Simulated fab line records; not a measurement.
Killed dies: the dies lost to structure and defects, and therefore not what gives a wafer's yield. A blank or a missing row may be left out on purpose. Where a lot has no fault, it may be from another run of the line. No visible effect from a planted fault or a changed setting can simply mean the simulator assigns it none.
8D (eight disciplines) problem report, filled in by code || flow n5 finfet || the parts of the form that need people (team, actions taken, sign-off) are left out

== 1. WHAT IS WRONG ==
M6_THK at N5_BEOL_M6_THK_MEAS_53 reads a mean of 188.1 nm on 1 wafer of 1 lot; wafers without a fault read 81.5 nm with a standard deviation of 2.2. That is +48 standard deviations from the usual mean.
The step: measures by xrf.
The first sign was on wafer L449.2 at day 16 05:49, on film metro-02. Wafers with a number at this step in the record: 24, from 8 lots. Rule for "out", or "out of limits": more than 4 standard deviations from the usual mean. Any other wafer with a number is counted as sound.

== 2. WHAT IT IS; WHAT IT IS NOT ==
{"question": "which readings at this step", "is": "M6_THK", "is not": "-"}
{"question": "which lots", "is": "L449", "is not": "L434, L438, L439, L441, L447, L454, L456"}
{"question": "which wafers of those lots", "is": "L449.2", "is not": "L449.4, L449.5"}
{"question": "read on which gauges", "is": "film metro-02", "is not": "film metro-01"}
{"question": "when", "is": "from day 16 05:49", "is not": "up to then (17 sound wafers); but 6 sound wafers of L454, L456 came after"}

== 3. THE SUSPECTS, EACH WITH WHAT RULES IT OUT ==
Counting: a tool at a process step up to the reading stays a suspect if it ran every lot that is out. Sound lots after the first of them don't rule it out here, since some wafers of a struck lot are sound.
- the gauge at N5_BEOL_M6_THK_MEAS_53 has been ruled out. All the wafers that are out were read on film metro-02, but those of them that N5_BEOL_M6_CMP_52 has rows for are out there too, on other tools.
- rie diel-05 at N5_BEOL_M6_STRIP_36 (strips in N2/H2): kept. It ran the lot that is out, L449 (day 16 03:01); its last sound lot up to then is L447 (day 14 23:02).
- pvd sputter-03 at N5_BEOL_M6_DEGAS_44 (time 60 s): kept. It ran the lot that is out, L449 (day 16 03:45); its last sound lot up to then is L438 (day 13 06:45).
- pvd sputter-03 at N5_BEOL_M6_SURFACE_TREAT_79: kept. It ran the lot that is out, L449 (day 16 04:20); its last sound lot up to then is L438 (day 13 07:14).
- cmp-03 at N5_BEOL_M6_CMP_52 (polishes, stops on SiCOH lowk, t overpolish 6.9 s, target thk 80 nm): kept. It ran the lot that is out, L449 (day 16 05:31); its last sound lot up to then is L441 (day 13 19:37). Its own barrier field endpoint s, overpolish run s readings are out on those wafers.
- rie diel-05, N5_BEOL_M6_STRIP_36: wafers that are out in chamber 3, sound lot-mates in chambers 1, 2.
- Within cmp-03 at N5_BEOL_M6_CMP_52, the wafers that are out were processed in chamber 2 and their sound lot-mates in chamber 0.
Left after counting: rie diel-05 at N5_BEOL_M6_STRIP_36, pvd sputter-03 at N5_BEOL_M6_DEGAS_44, pvd sputter-03 at N5_BEOL_M6_SURFACE_TREAT_79, cmp-03 at N5_BEOL_M6_CMP_52.

== 4. THE CAUSE (what the simulator had put in) ==
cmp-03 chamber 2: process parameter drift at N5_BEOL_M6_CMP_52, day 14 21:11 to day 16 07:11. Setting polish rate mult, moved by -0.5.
4 suspects survive the count, and this tool is in that group.

== 5. SEQUENCE OF EFFECTS, ordered by route ==
Each row: a reading whose mean over the struck wafers that have a number lies more than 3 standard deviations from the usual. Readings are gone through only where the record gives a usual standard deviation; hours: the median, over the lots, of the time from a lot's start at the first step in this table giving one to that lot's start at this step; sigmas: the change measured in usual standard deviations.
{"hours": 0, "step": "N5_BEOL_M6_CMP_52", "reading": "barrier field endpoint s", "usual": "29.6 s", "on struck wafers": 47.0, "change": "+17.4", "sigmas": "+18"}
{"hours": 0, "step": "N5_BEOL_M6_CMP_52", "reading": "overpolish run s", "usual": "6.901 s", "on struck wafers": 0.041, "change": -6.860, "sigmas": "-99 or more"}
{"hours": 0, "step": "N5_BEOL_M6_CMP_52", "reading": "time to endpoint s", "usual": "65 s", "on struck wafers": 81, "change": "+16", "sigmas": "+3.5"}
{"hours": 0, "step": "N5_BEOL_M6_THK_MEAS_53", "reading": "M6_THK", "usual": "81.5 nm", "on struck wafers": 188.1, "change": "+106.6", "sigmas": "+48"}
{"hours": 0, "step": "N5_BEOL_M6_INSPECT_58", "reading": "raw defect count", "usual": 75, "on struck wafers": 1311, "change": "+1236", "sigmas": "+49"}
{"hours": 84, "step": "N5_PASSIVATION_PROBE_49", "reading": "defect limited yield", "usual": "91.4 %", "on struck wafers": 0.0, "change": -91.4, "sigmas": -65}
{"hours": 84, "step": "N5_PASSIVATION_PROBE_49", "reading": "killed_at_M4_up", "usual": 14, "on struck wafers": 1107, "change": "+1093", "sigmas": "+99 or more"}
{"hours": 84, "step": "N5_PASSIVATION_PROBE_49", "reading": "killed dies", "usual": 102, "on struck wafers": 1180, "change": "+1078", "sigmas": "+63"}
{"hours": 84, "step": "N5_PASSIVATION_PROBE_49", "reading": "killed on rim", "usual": 14, "on struck wafers": 152, "change": "+138", "sigmas": "+35"}
{"hours": 84, "step": "N5_PASSIVATION_PROBE_49", "reading": "sort n pass", "usual": 1076, "on struck wafers": 0, "change": -1076, "sigmas": -57}
{"hours": 84, "step": "N5_PASSIVATION_PROBE_49", "reading": "sort yield pct", "usual": "91.2 %", "on struck wafers": 0.0, "change": -91.2, "sigmas": -57}
Its process steps:
- N5_BEOL_M6_CMP_52: polishes, stops on SiCOH lowk, t overpolish 6.9 s, target thk 80 nm.
- N5_PASSIVATION_PROBE_49

== 6. HOW IT WOULD HAVE BEEN CAUGHT EARLIER ==
Counted from the fault's start at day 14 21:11, it took 33 hours until the first out-of-limits reading at a measuring or inspecting step in this record, taken at day 16 05:49.
Tool's own readings at N5_BEOL_M6_CMP_52, barrier field endpoint s, overpolish run s: out on all struck wafers the step has rows for; an alarm limit on them would have tripped on the first.
The start of N5_BEOL_M6_CMP_52 on cmp-03 came by day 16 05:49 for every one of the lots that are out (1). Had the tool been put on hold then, not one of them would have been saved.
